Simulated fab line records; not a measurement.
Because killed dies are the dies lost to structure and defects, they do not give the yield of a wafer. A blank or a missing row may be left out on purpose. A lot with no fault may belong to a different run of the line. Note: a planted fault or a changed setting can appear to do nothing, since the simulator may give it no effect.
fab line records || flow n5Finfet
[record] {"lots": 4, "wafers": 12, "lastDay": 18}
route steps=1938 shown BEOL_M9@1463 BEOL_M10@1470 PASSIVATION@1936
lots with no fault: from the same line, run without faults
startH: start of the lot's first displayed wafer, in hours after the record's first day || waitH: time in hours since the lot's previous step || " repeats the value in the row above || L1.1+2: a row that stands for several wafers || - either no value or no given start || * or withheld: withheld || < > ~ a bound
route shown NAME@n: a module of which the file shows steps, and the number in the route of the first || usual: the fault-free wafers' mean and standard deviation || same: alike in all rows || chamber/n: place in a boat || sites: readings site by site || _std_site: standard deviation of those values || _edge_site: outer sites' mean less inner sites' || radiusMm: for every site, how far away it sits from the centre of the wafer || mask NAME#n: copy n || behind: the tool/chamber that last shaped the wafer || hold: the reason the lot was held/the length of the hold in hours/how it ended || device: which transistor (n, p or np) failed to switch || end of line: tests run on the same wafers once the route is complete || for a step that has no rows: nothing shown but its recipe || killed: dies lost to structure and defects at the first sort, not the wafer's yield || map: a wafer's dies, marking killed ones x, the rest . and places with no die _
set.NAME: the setting that was run; set.NAME@STEP: the one run at that earlier step || model.NAME: the simulator's own value behind a step, which no gauge read
a table for each step, a row for each wafer; lots at some steps of the route
services: a tool's chamber out of use, with start hour (startH, from the record's first day; less than 0 if before it), hours out, and reason
[[steps]]
[step N5_BEOL_M9_ANNEAL_51]
[recipe] {"tempC": 225, "timeS": 90, "ambient": "N2"}
[step N5_BEOL_M9_CMP_52]
[recipe] {"stopOn": "SiCOH_lowk", "tOverpolishS": 7, "downForcePsi": 1, "platenRpm": 50, "clearingPlatenDownForcePsi": 1.5, "clearingPlatenRpm": 50, "postCmpClean": "cuAlkaline", "targetThkNm": 140, "clearingPlatenPadVelocityMS": 0.99484, "padVelocityMS": 0.99484}
[step N5_BEOL_M9_PRE_CLEAN_55]
[recipe] {"gas": "NH3", "timeS": 15, "tempC": "withheld", "rfPowerW": 300}
[step N5_BEOL_M9_DEP_56]
[recipe] {"material": "SiCN", "targetThkA": 150, "tempC": "withheld", "precursor": "3MS/NH3", "pressureTorr": 3, "rfW": 202, "timeS": 26.5}
[step N5_BEOL_M10_ILD_DEP_00]
[recipe] {"material": "SiCOH_lowk", "targetThkA": 3085.1, "tempC": 300, "precursor": "DEMS/porogen", "pressureTorr": 5, "rfW": 500, "timeS": 58}
[step N5_BEOL_M10_CURE_71]
[recipe] {"tempC": 385, "timeS": 240, "ambient": "He/Ar", "material": "SiCOH_lowk"}
[step N5_BEOL_M10_PECVD_70]
[recipe] {"material": "SiO2", "targetThkA": 200, "tempC": 400, "precursor": "TEOS/O2", "pressureTorr": 5.5, "rfW": 450, "teosFlowSccm": 53.8, "gas": "O2", "flowSccm": 3000, "timeS": 22.7}
[step N5_BEOL_M10_HM_DEP_02]
[recipe] {"material": "TiN", "targetThkA": 200, "tempC": 25, "chamberPressurePa": 0.49996}
[step N5_BEOL_M10_COAT_59]
[recipe] {"resist": "SOC", "tempC": 250, "timeS": 60, "spinRpm": 1500, "resistThkNm": 100}
[usual] {"plateTempC": "250.04/0.17", "spinSpeedRpm": "1499.8/1.1"}
{"lot.wafer": "L669.2", "tool": "lithoTrack-03", "chamber": 0, "startH": 257.39, "waitH": 0.5, "plateTempC": 250.15, "spinSpeedRpm": 1500.5, "model.SOC_of_BEOL_M10_COAT_59.thkNm": 100}
{"lot.wafer": "L669.3", "tool": "lithoTrack-03", "chamber": 0, "startH": 257.39, "waitH": 0.5, "plateTempC": 250.10, "spinSpeedRpm": 1498.4, "model.SOC_of_BEOL_M10_COAT_59.thkNm": 100}
{"lot.wafer": "L669.6", "tool": "lithoTrack-03", "chamber": 0, "startH": 257.39, "waitH": 0.5, "plateTempC": 250.18, "spinSpeedRpm": 1500.7, "model.SOC_of_BEOL_M10_COAT_59.thkNm": 100}
{"lot.wafer": "L685.1", "tool": "lithoTrack-03", "chamber": 0, "startH": 362.53, "waitH": 0.1, "plateTempC": 249.92, "spinSpeedRpm": 1561.5, "model.SOC_of_BEOL_M10_COAT_59.thkNm": 97.8}
{"lot.wafer": "L685.2", "tool": "lithoTrack-03", "chamber": 0, "startH": 362.53, "waitH": 0.1, "plateTempC": 249.95, "spinSpeedRpm": 1560.6, "model.SOC_of_BEOL_M10_COAT_59.thkNm": 97.8}
{"lot.wafer": "L685.6", "tool": "lithoTrack-03", "chamber": 0, "startH": 362.53, "waitH": 0.1, "plateTempC": 249.88, "spinSpeedRpm": 1560.8, "model.SOC_of_BEOL_M10_COAT_59.thkNm": 97.8}
{"lot.wafer": "L683.2", "tool": "lithoTrack-03", "chamber": 0, "startH": 372.70, "waitH": 0.1, "plateTempC": 249.90, "spinSpeedRpm": 1559.6, "model.SOC_of_BEOL_M10_COAT_59.thkNm": 98.2}
{"lot.wafer": "L683.3", "tool": "lithoTrack-03", "chamber": 0, "startH": 372.70, "waitH": 0.1, "plateTempC": 249.91, "spinSpeedRpm": 1559.1, "model.SOC_of_BEOL_M10_COAT_59.thkNm": 98}
{"lot.wafer": "L683.5", "tool": "lithoTrack-03", "chamber": 0, "startH": 372.70, "waitH": 0.1, "plateTempC": 249.90, "spinSpeedRpm": 1558.5, "model.SOC_of_BEOL_M10_COAT_59.thkNm": 98}
{"lot.wafer": "L686.2", "tool": "lithoTrack-02", "chamber": 0, "startH": 376.42, "waitH": 0.1, "plateTempC": 250.49, "spinSpeedRpm": 1500.6, "model.SOC_of_BEOL_M10_COAT_59.thkNm": 100.8}
{"lot.wafer": "L686.4", "tool": "lithoTrack-02", "chamber": 0, "startH": 376.42, "waitH": 0.1, "plateTempC": 250.22, "spinSpeedRpm": 1500.1, "model.SOC_of_BEOL_M10_COAT_59.thkNm": 100.2}
{"lot.wafer": "L686.5", "tool": "lithoTrack-02", "chamber": 0, "startH": 376.42, "waitH": 0.1, "plateTempC": 249.98, "spinSpeedRpm": 1499.9, "model.SOC_of_BEOL_M10_COAT_59.thkNm": 100.4}
[step N5_BEOL_M10_COAT_60]
[recipe] {"resist": "SiARC", "tempC": 220, "timeS": 60, "spinRpm": 1500, "resistThkNm": 30}
[step N5_BEOL_M10_COAT_05]
[recipe] {"resist": "CAR-ArF", "spinRpm": 1500, "resistThkNm": 90}
[step N5_BEOL_M10_EBR_07]
[recipe] {"solvent": "PGMEA", "ebrWidthMm": 1.5}
[step N5_BEOL_M10_SOFTBAKE_06]
[recipe] {"tempC": 110, "timeS": 60, "resist": "CAR-ArF"}
[step N5_BEOL_M10_EXPOSE_08]
[recipe] {"maskId": "M10", "na": 1.35, "sourceShape": "dipole", "sigmaInner": 0.411, "sigmaOuter": 0.611, "polarization": "te", "doseMj": 53.75}
[step N5_BEOL_M10_PEB_09]
[recipe] {"pebTempC": "withheld", "pebTimeS": 60, "resist": "CAR-ArF"}
[step N5_BEOL_M10_DEVELOP_10]
[recipe] {"developTimeS": 30, "developer": "TMAH", "resist": "CAR-ArF", "rinseLiquid": "diw", "dry": "airSpin", "devTempC": 23}
[step N5_BEOL_M10_DESCUM_16]
[recipe] {"chemistry": "O2", "timeS": 7.9, "sourcePowerW": 50, "biasPowerW": 20, "pressureMtorr": 20, "rfFrequencyHz": 2.712e+07, "tempC": 40, "resist": "CAR-ArF", "o2FlowSccm": 225}
[step N5_BEOL_M10_ETCH_61]
[recipe] {"chemistry": "CF4", "target": "SiARC", "targetDepthA": 390, "maskMaterial": "CAR-ArF", "timeS": 65, "ionEnergyEv": 80, "pressureMtorr": 40, "sourceW": 545, "biasW": 36, "Ar_flow_sccm": 100, "cf4FlowSccm": 100, "ends": "cleared"}
[step N5_BEOL_M10_ETCH_62]
[recipe] {"chemistry": "N2/H2", "target": "SOC", "targetDepthA": 1100, "overetchA": 220, "maskMaterial": "SiARC", "tempC": 40, "timeS": 165, "ionEnergyEv": 200, "pressureMtorr": 30, "sourceW": 840, "biasW": 150, "n2FlowSccm": 200, "h2FlowSccm": 200}
[usual] {"drypumpMotorCurrentA": "5.8/0.43", "h2FlowSccm": "200.0/0.56", "oesProductAu": "0.65/0.071", "rfVppV": "525.4/1.6", "showerheadPlenumPTorr": "2.60/0.054", "throttleValvePct": "17.77/0.28"}
{"lot.wafer": "L669.2", "tool": "rieDiel-05", "chamber": 1, "startH": 257.98, "waitH": 0.0, "drypumpMotorCurrentA": 6.1, "h2FlowSccm": 200.6, "oesProductAu": 0.57, "rfHoursCounterH": 230, "rfVppV": 524.5, "showerheadPlenumPTorr": 2.62, "throttleValvePct": 17.97, "model.etch.depthNm": 99.95}
{"lot.wafer": "L669.3", "tool": "rieDiel-05", "chamber": 3, "startH": 257.98, "waitH": 0.0, "drypumpMotorCurrentA": 6.1, "h2FlowSccm": 199.8, "oesProductAu": 0.59, "rfHoursCounterH": 227, "rfVppV": 526.0, "showerheadPlenumPTorr": 2.63, "throttleValvePct": 18.03, "model.etch.depthNm": 99.97}
{"lot.wafer": "L669.6", "tool": "rieDiel-05", "chamber": 0, "startH": 257.98, "waitH": 0.0, "drypumpMotorCurrentA": 5.6, "h2FlowSccm": 198.5, "oesProductAu": 0.63, "rfHoursCounterH": "-", "rfVppV": 525.9, "showerheadPlenumPTorr": 2.64, "throttleValvePct": 17.90, "model.etch.depthNm": 100}
{"lot.wafer": "L685.1", "tool": "rieDiel-05", "chamber": 0, "startH": 363.08, "waitH": 0.0, "drypumpMotorCurrentA": 5.6, "h2FlowSccm": 199.8, "oesProductAu": 0.59, "rfHoursCounterH": 238, "rfVppV": 525.8, "showerheadPlenumPTorr": 2.62, "throttleValvePct": 17.95, "model.etch.depthNm": 97.81}
{"lot.wafer": "L685.2", "tool": "rieDiel-05", "chamber": 2, "startH": 363.08, "waitH": 0.0, "drypumpMotorCurrentA": 5.9, "h2FlowSccm": 200.2, "oesProductAu": 0.76, "rfHoursCounterH": 15, "rfVppV": 526.4, "showerheadPlenumPTorr": 2.59, "throttleValvePct": 17.05, "model.etch.depthNm": 97.74}
{"lot.wafer": "L685.6", "tool": "rieDiel-05", "chamber": 1, "startH": 363.08, "waitH": 0.0, "drypumpMotorCurrentA": 6.1, "h2FlowSccm": 199.5, "oesProductAu": 0.77, "rfHoursCounterH": "-", "rfVppV": 524.7, "showerheadPlenumPTorr": 2.60, "throttleValvePct": 17.66, "model.etch.depthNm": 97.8}
{"lot.wafer": "L683.2", "tool": "rieDiel-05", "chamber": 3, "startH": 373.17, "waitH": 0.0, "drypumpMotorCurrentA": 6.1, "h2FlowSccm": 200.8, "oesProductAu": 0.82, "rfHoursCounterH": 0, "rfVppV": 525.5, "showerheadPlenumPTorr": 2.61, "throttleValvePct": 17.54, "model.etch.depthNm": 98.22}
{"lot.wafer": "L683.3", "tool": "rieDiel-05", "chamber": 0, "startH": 373.17, "waitH": 0.0, "drypumpMotorCurrentA": 5.5, "h2FlowSccm": 200.4, "oesProductAu": 0.59, "rfHoursCounterH": 243, "rfVppV": 526.3, "showerheadPlenumPTorr": 2.62, "throttleValvePct": 17.98, "model.etch.depthNm": 97.91}
{"lot.wafer": "L683.5", "tool": "rieDiel-05", "chamber": 3, "startH": 373.17, "waitH": 0.0, "drypumpMotorCurrentA": 6.1, "h2FlowSccm": 200.5, "oesProductAu": 0.81, "rfHoursCounterH": "-", "rfVppV": 526.1, "showerheadPlenumPTorr": 2.61, "throttleValvePct": 17.54, "model.etch.depthNm": 97.95}
{"lot.wafer": "L686.2", "tool": "rieDiel-04", "chamber": 0, "startH": 377.50, "waitH": 0.0, "drypumpMotorCurrentA": 6.7, "h2FlowSccm": 200.1, "oesProductAu": 0.66, "rfHoursCounterH": 123, "rfVppV": 525.8, "showerheadPlenumPTorr": 2.64, "throttleValvePct": 17.45, "model.etch.depthNm": 100.7}
{"lot.wafer": "L686.4", "tool": "rieDiel-04", "chamber": 3, "startH": 377.50, "waitH": 0.0, "drypumpMotorCurrentA": 4.9, "h2FlowSccm": 199.2, "oesProductAu": 0.64, "rfHoursCounterH": 164, "rfVppV": 521.4, "showerheadPlenumPTorr": 2.43, "throttleValvePct": 18.03, "model.etch.depthNm": 100.2}
{"lot.wafer": "L686.5", "tool": "rieDiel-04", "chamber": 0, "startH": 377.50, "waitH": 0.0, "drypumpMotorCurrentA": 6.7, "h2FlowSccm": 200.2, "oesProductAu": 0.66, "rfHoursCounterH": "-", "rfVppV": 525.7, "showerheadPlenumPTorr": 2.64, "throttleValvePct": 17.44, "model.etch.depthNm": 100.3}
[step N5_BEOL_M10_STRIP_68]
[recipe] {"chemistry": "N2/H2", "tempC": 40, "n2FlowSccm": 200, "h2FlowSccm": 200, "rfFrequencyHz": 6e+07}
[step N5_BEOL_M10_STRIP_67]
[recipe] {"chemistry": "CF4", "resist": "SiARC", "powerW": 300, "biasPowerW": 75, "pressureMtorr": 50, "cf4FlowSccm": 150, "rfFrequencyHz": 6e+07}
[step N5_BEOL_M10_HM_OPEN_17]
[recipe] {"chemistry": "Cl2/BCl3", "targetDepthA": 200, "overetchA": 60, "target": "TiN", "maskMaterial": "SOC", "ionEnergyEv": 150, "pressureMtorr": 10, "icpW": 1000, "biasW": 126, "Cl2_flow_sccm": 53.25, "bcl3FlowSccm": 21.75, "Ar_flow_sccm": 25}
[usual] {"drypumpMotorCurrentA": "5.95/0.21", "mfcCl2Sccm": "53.22/0.15", "oesProductAu": "0.68/0.084", "throttleValvePct": "22.00/0.2"}
{"lot.wafer": "L669.2", "tool": "rieMetal-02", "chamber": 0, "startH": 258.17, "waitH": 0.0, "drypumpMotorCurrentA": 5.67, "mfcCl2Sccm": 53.26, "oesProductAu": 0.69, "rfHoursCounterH": 37, "throttleValvePct": 22.23, "model.SOC_of_BEOL_M10_COAT_59.thkNm": 92.4}
{"lot.wafer": "L669.3", "tool": "rieMetal-02", "chamber": 1, "startH": 258.17, "waitH": 0.0, "drypumpMotorCurrentA": 6.16, "mfcCl2Sccm": 53.37, "oesProductAu": 0.63, "rfHoursCounterH": "-", "throttleValvePct": 21.98, "model.SOC_of_BEOL_M10_COAT_59.thkNm": 91.8}
{"lot.wafer": "L669.6", "tool": "rieMetal-02", "chamber": 0, "startH": 258.17, "waitH": 0.0, "drypumpMotorCurrentA": 5.65, "mfcCl2Sccm": 53.39, "oesProductAu": 0.69, "rfHoursCounterH": "-", "throttleValvePct": 22.22, "model.SOC_of_BEOL_M10_COAT_59.thkNm": 92.4}
{"lot.wafer": "L685.1", "tool": "rieMetal-01", "chamber": 0, "startH": 363.27, "waitH": 0.0, "drypumpMotorCurrentA": 5.84, "mfcCl2Sccm": 53.12, "oesProductAu": 0.76, "rfHoursCounterH": 10, "throttleValvePct": 21.68, "model.SOC_of_BEOL_M10_COAT_59.thkNm": 90.2}
{"lot.wafer": "L685.2", "tool": "rieMetal-01", "chamber": 1, "startH": 363.27, "waitH": 0.0, "drypumpMotorCurrentA": 6.21, "mfcCl2Sccm": 53.34, "oesProductAu": 0.58, "rfHoursCounterH": 101, "throttleValvePct": 22.15, "model.SOC_of_BEOL_M10_COAT_59.thkNm": 89.8}
{"lot.wafer": "L685.6", "tool": "rieMetal-01", "chamber": 0, "startH": 363.27, "waitH": 0.0, "drypumpMotorCurrentA": 5.83, "mfcCl2Sccm": 53.38, "oesProductAu": 0.78, "rfHoursCounterH": "-", "throttleValvePct": 21.66, "model.SOC_of_BEOL_M10_COAT_59.thkNm": 90}
{"lot.wafer": "L683.2", "tool": "rieMetal-02", "chamber": 0, "startH": 373.37, "waitH": 0.0, "drypumpMotorCurrentA": 5.67, "mfcCl2Sccm": 53.44, "oesProductAu": 0.65, "rfHoursCounterH": 46, "throttleValvePct": 22.25, "model.SOC_of_BEOL_M10_COAT_59.thkNm": 90.6}
{"lot.wafer": "L683.3", "tool": "rieMetal-02", "chamber": 1, "startH": 373.37, "waitH": 0.0, "drypumpMotorCurrentA": 6.16, "mfcCl2Sccm": 53.16, "oesProductAu": 0.62, "rfHoursCounterH": "-", "throttleValvePct": 21.98, "model.SOC_of_BEOL_M10_COAT_59.thkNm": 89.6}
{"lot.wafer": "L683.5", "tool": "rieMetal-02", "chamber": 1, "startH": 373.37, "waitH": 0.0, "drypumpMotorCurrentA": 6.19, "mfcCl2Sccm": 53.40, "oesProductAu": 0.61, "rfHoursCounterH": "-", "throttleValvePct": 21.99, "model.SOC_of_BEOL_M10_COAT_59.thkNm": 89.8}
{"lot.wafer": "L686.2", "tool": "rieMetal-01", "chamber": 0, "startH": 377.68, "waitH": 0.0, "drypumpMotorCurrentA": 5.81, "mfcCl2Sccm": 53.15, "oesProductAu": 0.75, "rfHoursCounterH": 12, "throttleValvePct": 21.69, "model.SOC_of_BEOL_M10_COAT_59.thkNm": 93}
{"lot.wafer": "L686.4", "tool": "rieMetal-01", "chamber": 0, "startH": 377.68, "waitH": 0.0, "drypumpMotorCurrentA": 5.84, "mfcCl2Sccm": 53.33, "oesProductAu": 0.75, "rfHoursCounterH": "-", "throttleValvePct": 21.68, "model.SOC_of_BEOL_M10_COAT_59.thkNm": 92.4}
{"lot.wafer": "L686.5", "tool": "rieMetal-01", "chamber": 0, "startH": 377.68, "waitH": 0.0, "drypumpMotorCurrentA": 5.81, "mfcCl2Sccm": 53.16, "oesProductAu": 0.76, "rfHoursCounterH": "-", "throttleValvePct": 21.69, "model.SOC_of_BEOL_M10_COAT_59.thkNm": 92.6}
[step N5_BEOL_M10_STRIP_19]
[recipe] {"chemistry": "O2", "powerW": 400, "tempC": 40, "pressureMtorr": 30, "rfFrequencyHz": 6e+07, "biasPowerW": 0, "overashFraction": 0.2, "o2FlowSccm": 225}
[step N5_PASSIVATION_PROBE_49]
[usual] {"defectLimitedYield": "91.3/1.4", "killed_at_M0_to_M3": "34/9.2", "killed_at_M4_up": "13/5.3", "killedAtContacts": "12/6", "killedAtFrontEnd": "39/12", "killedAtOther": "4/3.3", "killedDies": "102/17", "killedOpen": "67/12", "killedShort": "34/7.4", "sort_bin_5_function": "5.1/1", "sort_bin_6_memory": "3.2/0.6", "sortNPass": "1078/17", "sortYieldPct": "91.3/1.4"}
[same] {"grossDies": 1180, "killedAtBackSide": 0, "sort_bin_4_leakage[%]": 0, "sort_bin_8_speed[%]": 0}
{"lot.wafer": "L685.2", "tool": "prober-02", "chamber": "-", "startH": 415.06, "waitH": 0.1, "defectLimitedYield[%]": 90.4, "killed_at_M0_to_M3": 50, "killed_at_M4_up": 7, "killedAtContacts": 14, "killedAtFrontEnd": 41, "killedAtOther": 1, "killedDies": 113, "killedOpen": 73, "killedShort": 38, "sort_bin_5_function[%]": 5.2, "sort_bin_6_memory[%]": 3.8, "sortNPass": 1067, "sortYieldPct[%]": 90.4}
{"lot.wafer": "L683.2", "tool": "prober-01", "chamber": "-", "startH": 430.14, "waitH": 0.1, "defectLimitedYield[%]": 91.1, "killed_at_M0_to_M3": 27, "killed_at_M4_up": 16, "killedAtContacts": 4, "killedAtFrontEnd": 54, "killedAtOther": 4, "killedDies": 105, "killedOpen": 65, "killedShort": 34, "sort_bin_5_function[%]": 5.3, "sort_bin_6_memory[%]": 3.1, "sortNPass": 1075, "sortYieldPct[%]": 91.1}
{"lot.wafer": "L683.3", "tool": "prober-01", "chamber": "-", "startH": 430.19, "waitH": 0.1, "defectLimitedYield[%]": 93.0, "killed_at_M0_to_M3": 31, "killed_at_M4_up": 14, "killedAtContacts": 5, "killedAtFrontEnd": 33, "killedAtOther": 0, "killedDies": 83, "killedOpen": 47, "killedShort": 35, "sort_bin_5_function[%]": 4.4, "sort_bin_6_memory[%]": 2.5, "sortNPass": 1097, "sortYieldPct[%]": 93.0}
{"lot.wafer": "L683.5", "tool": "prober-01", "chamber": "-", "startH": 430.29, "waitH": 0.2, "defectLimitedYield[%]": 93.3, "killed_at_M0_to_M3": 22, "killed_at_M4_up": 8, "killedAtContacts": 8, "killedAtFrontEnd": 39, "killedAtOther": 2, "killedDies": 79, "killedOpen": 40, "killedShort": 33, "sort_bin_5_function[%]": 3.3, "sort_bin_6_memory[%]": 3.0, "sortNPass": 1101, "sortYieldPct[%]": 93.3}
// killed by level:class
L685.2 BEOL_M0_SAQP:geometricParticle:open=16 FIN_SAQP:geometricParticle:short=15 MOL_CONTACT_COAG:geometricParticle:open=10 BEOL_M3:geometricParticle:open=10 FIN_SAQP:geometricParticle:open=9 BEOL_M0_SAQP:geometricParticle:short=7 BEOL_M2:geometricParticle:open=7 BEOL_M1:geometricParticle:open=5
L683.2 FIN_SAQP:geometricParticle:open=15 STI_FIN_REVEAL:geometricParticle:open=8 FIN_SAQP:geometricParticle:short=7 GATE_CUT:geometricParticle:short=6 BEOL_M2:geometricParticle:open=5 DUMMY_GATE:geometricParticle:open=4 BEOL_M0_SAQP:geometricParticle:open=4 BEOL_M3:geometricParticle:open=4
L683.3 FIN_SAQP:geometricParticle:open=8 BEOL_M0_SAQP:geometricParticle:open=8 FIN_SAQP:geometricParticle:short=7 BEOL_M0_SAQP:geometricParticle:short=7 BEOL_M1:geometricParticle:open=6 STI_FIN_REVEAL:geometricParticle:open=5 BEOL_M4:geometricParticle:short=5 GATE_CUT:geometricParticle:short=4
L683.5 FIN_SAQP:geometricParticle:short=9 BEOL_M0_SAQP:geometricParticle:short=7 FIN_SAQP:geometricParticle:open=6 MOL_CONTACT_COAG:geometricParticle:open=6 GATE_CUT:geometricParticle:short=4 STARTING-WAFER:geometricParticle:open=4 BEOL_M0_SAQP:geometricParticle:open=3 BEOL_M0:geometricParticle:open=3
[[services]]
{"tool": "rieMetal-01", "chamber": 0, "startH": 239.22, "hours": "-", "kind": "clean"}
{"tool": "rieMetal-01", "chamber": 0, "startH": 239.22, "hours": 23.9, "kind": "scheduledDown"}
{"tool": "rieMetal-01", "chamber": 0, "startH": 239.22, "hours": 23.9, "kind": "ventCycle"}
{"tool": "rieDiel-04", "chamber": 1, "startH": 265.53, "hours": 7.1, "kind": "repair"}
{"tool": "rieMetal-02", "chamber": "-", "startH": 273.07, "hours": 1.4, "kind": "pm"}
{"tool": "rieMetal-02", "chamber": "-", "startH": 275.43, "hours": 20.2, "kind": "repair"}
{"tool": "rieDiel-05", "chamber": "-", "startH": 290.29, "hours": 1.3, "kind": "repair"}
{"tool": "rieDiel-05", "chamber": 2, "startH": 291.99, "hours": "-", "kind": "clean"}
{"tool": "rieDiel-05", "chamber": 2, "startH": 291.99, "hours": "-", "kind": "consumableReplace:focusRing"}
{"tool": "rieDiel-05", "chamber": 2, "startH": 291.99, "hours": 23.1, "kind": "scheduledDown"}
{"tool": "rieDiel-05", "chamber": 2, "startH": 291.99, "hours": 23.1, "kind": "ventCycle"}
{"tool": "rieDiel-04", "chamber": 0, "startH": 298.79, "hours": 14.6, "kind": "repair"}
{"tool": "rieMetal-02", "chamber": 1, "startH": 303.36, "hours": 2.4, "kind": "repair"}
{"tool": "rieDiel-05", "chamber": 1, "startH": 315.32, "hours": "-", "kind": "clean"}
{"tool": "rieDiel-05", "chamber": 1, "startH": 315.32, "hours": "-", "kind": "consumableReplace:focusRing"}
{"tool": "rieDiel-05", "chamber": 1, "startH": 315.32, "hours": 16.3, "kind": "scheduledDown"}
{"tool": "rieDiel-05", "chamber": 1, "startH": 315.32, "hours": 16.3, "kind": "ventCycle"}
{"tool": "rieDiel-05", "chamber": 3, "startH": 332.94, "hours": "-", "kind": "clean"}
{"tool": "rieDiel-05", "chamber": 3, "startH": 332.94, "hours": "-", "kind": "consumableReplace:esc"}
{"tool": "rieDiel-05", "chamber": 3, "startH": 332.94, "hours": "-", "kind": "consumableReplace:focusRing"}
{"tool": "rieDiel-05", "chamber": 3, "startH": 332.94, "hours": 39.3, "kind": "scheduledDown"}
{"tool": "rieDiel-05", "chamber": 3, "startH": 332.94, "hours": 39.3, "kind": "ventCycle"}
{"tool": "rieDiel-05", "chamber": 1, "startH": 358.51, "hours": 3.4, "kind": "repair"}
{"tool": "rieDiel-04", "chamber": 2, "startH": 360.37, "hours": 9.1, "kind": "repair"}
[[key]]
[firstSign] {"step": "N5_BEOL_M10_COAT_59", "reading": "spinSpeedRpm", "direction": "up", "sigmas": 56, "usual": "*", "struck": "*"}
effect none on later readings
[modelEffect] {"step": "N5_BEOL_M10_COAT_59", "value": "SOC_of_BEOL_M10_COAT_59.thkNm", "without": 99.87, "struck": 97.93}
[modelEffect] {"step": "N5_BEOL_M10_ETCH_62", "value": "etch.depthNm", "without": 99.86, "struck": 97.91}
[modelEffect] {"step": "N5_BEOL_M10_HM_OPEN_17", "value": "SOC_of_BEOL_M10_COAT_59.thkNm", "without": 91.9, "struck": 90}
metAt N5_BEOL_M10_COAT_59
struckWafers L683.2,L683.3,L683.5,L685.1,L685.2,L685.6
onsetBetween 257.39 362.53
[fault] {"kind": "processParameterDrift", "tool": "lithoTrack-03", "chamber": "-", "onsetH": 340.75, "steps": "N5_BEOL_M10_COAT_59", "channel": "spinRpm", "offset": "*", "shape": "step", "endH": 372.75, "actsIn": "*", "stated": "*"}
